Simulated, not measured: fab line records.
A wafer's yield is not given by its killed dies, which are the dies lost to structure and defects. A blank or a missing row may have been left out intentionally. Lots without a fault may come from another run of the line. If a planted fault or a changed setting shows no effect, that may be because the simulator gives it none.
Matching of chambers | flow n5Finfet | N5_BEOL_M4_VIA_ETCH_34 on rieDiel-04: 4 sister chambers
The step etches the open film in C4F6/O2, target depth 69.4 nm, time 65.9 s. 16 wafers are shown with their chamber, then 8 later ones without.

## WAFERS PAIRED WITH THEIR CHAMBERS
wafer  | chamber | rfVppV (V) | showerheadPlenumPTorr (Torr) | throttleValvePct (%)
L075.1 | 0       | 648        | 2.93                         | 31.61
L075.2 | 1       | 670        | 2.88                         | 30.59
L075.6 | 2       | 686        | 2.71                         | 30.67
L079.3 | 1       | 669        | 2.88                         | 30.60
L079.4 | 3       | 673        | 2.90                         | 30.60
L079.6 | 2       | 687        | 2.71                         | 30.68
L082.1 | 2       | 685        | 2.71                         | 30.69
L082.2 | 1       | 669        | 2.87                         | 30.61
L082.3 | 3       | 674        | 2.89                         | 30.59
L086.1 | 2       | 686        | 2.70                         | 30.71
L086.4 | 2       | 686        | 2.70                         | 30.69
L086.5 | 0       | 649        | 2.92                         | 31.44
L088.3 | 3       | 673        | 2.89                         | 30.62
L088.4 | 0       | 648        | 2.92                         | 31.46
L088.6 | 2       | 686        | 2.70                         | 30.69
L093.1 | 2       | 687        | 2.70                         | 30.71

SIGNATURES (averages over the wafers above)
reading               | chamber 0 | chamber 1 | chamber 2 | chamber 3 | scatter within a chamber
rfVppV                | 648.33    | 669.33    | 686.14    | 673.33    | 0.636
showerheadPlenumPTorr | 2.9233    | 2.8767    | 2.7043    | 2.8933    | 0.00556
throttleValvePct      | 31.5033   | 30.6000   | 30.6914   | 30.6033   | 0.04
Rule: for each reading, subtract the chamber's mean from the wafer's reading, divide by that reading's scatter and square the result; add these up over the readings and take the root, which gives the wafer's distance from the chamber. The wafer belongs to the nearest chamber; if the next one is less than 2 further off, it can't be placed. How the scatter is found: for the shown wafers, subtract from each reading the mean of its chamber, square and add these, divide the total by (wafers less chambers), then take the root.

## WAFERS WHOSE CHAMBER IS MISSING
wafer  | rfVppV (V) | showerheadPlenumPTorr (Torr) | throttleValvePct (%)
L093.2 | 670        | 2.87                         | 30.64
L093.5 | 684        | 2.70                         | 30.71
L095.1 | 648        | 2.91                         | 31.49
L095.3 | 686        | 2.69                         | 30.73
L095.5 | 687        | 2.69                         | 30.72
L097.2 | 648        | 2.91                         | 31.48
L097.4 | 687        | 2.69                         | 30.72
L097.6 | 685        | 2.69                         | 30.73

## THE CHAMBER EACH PASSED THROUGH
wafer  | from the rows above | in truth
L093.2 | 1                   | 1
L093.5 | 2                   | 2
L095.1 | 0                   | 0
L095.3 | 2                   | 2
L095.5 | 2                   | 2
L097.2 | 0                   | 0
L097.4 | 2                   | 2
L097.6 | 2                   | 2
8 of 8 placed correctly. Number that these rows cannot place: 0. Wrongly placed: 0.
